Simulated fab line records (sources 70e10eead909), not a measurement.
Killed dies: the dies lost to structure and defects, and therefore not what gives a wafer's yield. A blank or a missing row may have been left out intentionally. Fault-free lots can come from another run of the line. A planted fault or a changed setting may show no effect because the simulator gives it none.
Matching of chambers / flow nand harc / NHARC_A_BLC_STRIP_29 on rie diel-08 has 4 sister chambers
The step strips in CF4. 20 wafers are shown with their chamber, then 10 later ones without.

## WAFERS WITH THEIR CHAMBER
wafer=L077.1; chamber=2; showerhead plenum p Torr (Torr)=1.88; oes product au (a.u.)=0.991; throttle valve pct (%)=13.282
wafer=L077.4; chamber=3; showerhead plenum p Torr (Torr)=1.82; oes product au (a.u.)=0.992; throttle valve pct (%)=13.290
wafer=L077.6; chamber=1; showerhead plenum p Torr (Torr)=1.80; oes product au (a.u.)=1.006; throttle valve pct (%)=13.264
wafer=L079.4; chamber=3; showerhead plenum p Torr (Torr)=1.82; oes product au (a.u.)=0.984; throttle valve pct (%)=13.315
wafer=L079.5; chamber=3; showerhead plenum p Torr (Torr)=1.82; oes product au (a.u.)=0.992; throttle valve pct (%)=13.287
wafer=L079.6; chamber=0; showerhead plenum p Torr (Torr)=1.75; oes product au (a.u.)=0.999; throttle valve pct (%)=13.268
wafer=L078.1; chamber=1; showerhead plenum p Torr (Torr)=1.80; oes product au (a.u.)=1.004; throttle valve pct (%)=13.286
wafer=L078.4; chamber=2; showerhead plenum p Torr (Torr)=1.88; oes product au (a.u.)=1.000; throttle valve pct (%)=13.287
wafer=L078.5; chamber=1; showerhead plenum p Torr (Torr)=1.80; oes product au (a.u.)=1.010; throttle valve pct (%)=13.284
wafer=L082.2; chamber=0; showerhead plenum p Torr (Torr)=1.75; oes product au (a.u.)=0.995; throttle valve pct (%)=13.278
wafer=L082.4; chamber=1; showerhead plenum p Torr (Torr)=1.80; oes product au (a.u.)=1.005; throttle valve pct (%)=13.292
wafer=L082.6; chamber=2; showerhead plenum p Torr (Torr)=1.88; oes product au (a.u.)=0.999; throttle valve pct (%)=13.291
wafer=L089.2; chamber=2; showerhead plenum p Torr (Torr)=1.88; oes product au (a.u.)=0.997; throttle valve pct (%)=13.278
wafer=L089.3; chamber=1; showerhead plenum p Torr (Torr)=1.80; oes product au (a.u.)=1.001; throttle valve pct (%)=13.279
wafer=L089.6; chamber=2; showerhead plenum p Torr (Torr)=1.88; oes product au (a.u.)=0.994; throttle valve pct (%)=13.289
wafer=L087.4; chamber=1; showerhead plenum p Torr (Torr)=1.80; oes product au (a.u.)=0.995; throttle valve pct (%)=13.295
wafer=L087.5; chamber=2; showerhead plenum p Torr (Torr)=1.88; oes product au (a.u.)=0.992; throttle valve pct (%)=13.296
wafer=L087.6; chamber=1; showerhead plenum p Torr (Torr)=1.80; oes product au (a.u.)=0.999; throttle valve pct (%)=13.292
wafer=L090.1; chamber=0; showerhead plenum p Torr (Torr)=1.74; oes product au (a.u.)=1.000; throttle valve pct (%)=13.283
wafer=L090.2; chamber=2; showerhead plenum p Torr (Torr)=1.88; oes product au (a.u.)=1.000; throttle valve pct (%)=13.292

SIGNATURES (means of the wafers above)
reading=showerhead plenum p Torr; chamber 0=1.7467; chamber 1=1.8000; chamber 2=1.8800; chamber 3=1.8200; scatter within a chamber=0.00204
reading=oes product au; chamber 0=0.99800; chamber 1=1.00286; chamber 2=0.99614; chamber 3=0.98933; scatter within a chamber=0.00426
reading=throttle valve pct; chamber 0=13.27633; chamber 1=13.28457; chamber 2=13.28786; chamber 3=13.29733; scatter within a chamber=0.00966
Rule: a wafer's distance from a chamber is the root of the sum, over the readings, of the square of ((its reading less the chamber's mean) divided by the reading's scatter). The wafer belongs to the nearest chamber; if the next one is less than 2 further off, it can't be placed. The scatter: the root of (the sum of the squares of (reading less its chamber's mean) over the shown wafers, divided by (wafers less chambers)).

## WAFERS MISSING THEIR CHAMBER
wafer=L090.5; showerhead plenum p Torr (Torr)=1.80; oes product au (a.u.)=0.980; throttle valve pct (%)=13.288
wafer=L094.1; showerhead plenum p Torr (Torr)=1.88; oes product au (a.u.)=0.990; throttle valve pct (%)=13.292
wafer=L094.5; showerhead plenum p Torr (Torr)=1.80; oes product au (a.u.)=0.991; throttle valve pct (%)=13.270
wafer=L094.6; showerhead plenum p Torr (Torr)=1.88; oes product au (a.u.)=0.981; throttle valve pct (%)=13.276
wafer=L093.1; showerhead plenum p Torr (Torr)=1.82; oes product au (a.u.)=0.986; throttle valve pct (%)=13.283
wafer=L093.2; showerhead plenum p Torr (Torr)=1.74; oes product au (a.u.)=0.996; throttle valve pct (%)=13.293
wafer=L093.5; showerhead plenum p Torr (Torr)=1.88; oes product au (a.u.)=0.995; throttle valve pct (%)=13.285
wafer=L096.2; showerhead plenum p Torr (Torr)=1.74; oes product au (a.u.)=0.989; throttle valve pct (%)=13.274
wafer=L096.5; showerhead plenum p Torr (Torr)=1.80; oes product au (a.u.)=0.993; throttle valve pct (%)=13.284
wafer=L096.6; showerhead plenum p Torr (Torr)=1.74; oes product au (a.u.)=1.002; throttle valve pct (%)=13.306

## EACH ONE'S CHAMBER
wafer=L090.5; from the rows above=1; in truth=1
wafer=L094.1; from the rows above=2; in truth=2
wafer=L094.5; from the rows above=1; in truth=1
wafer=L094.6; from the rows above=2; in truth=2
wafer=L093.1; from the rows above=3; in truth=3
wafer=L093.2; from the rows above=0; in truth=0
wafer=L093.5; from the rows above=2; in truth=2
wafer=L096.2; from the rows above=0; in truth=0
wafer=L096.5; from the rows above=1; in truth=1
wafer=L096.6; from the rows above=0; in truth=0
10 of 10 placed correctly. Number that these rows cannot place: 0. Wrongly placed: 0.
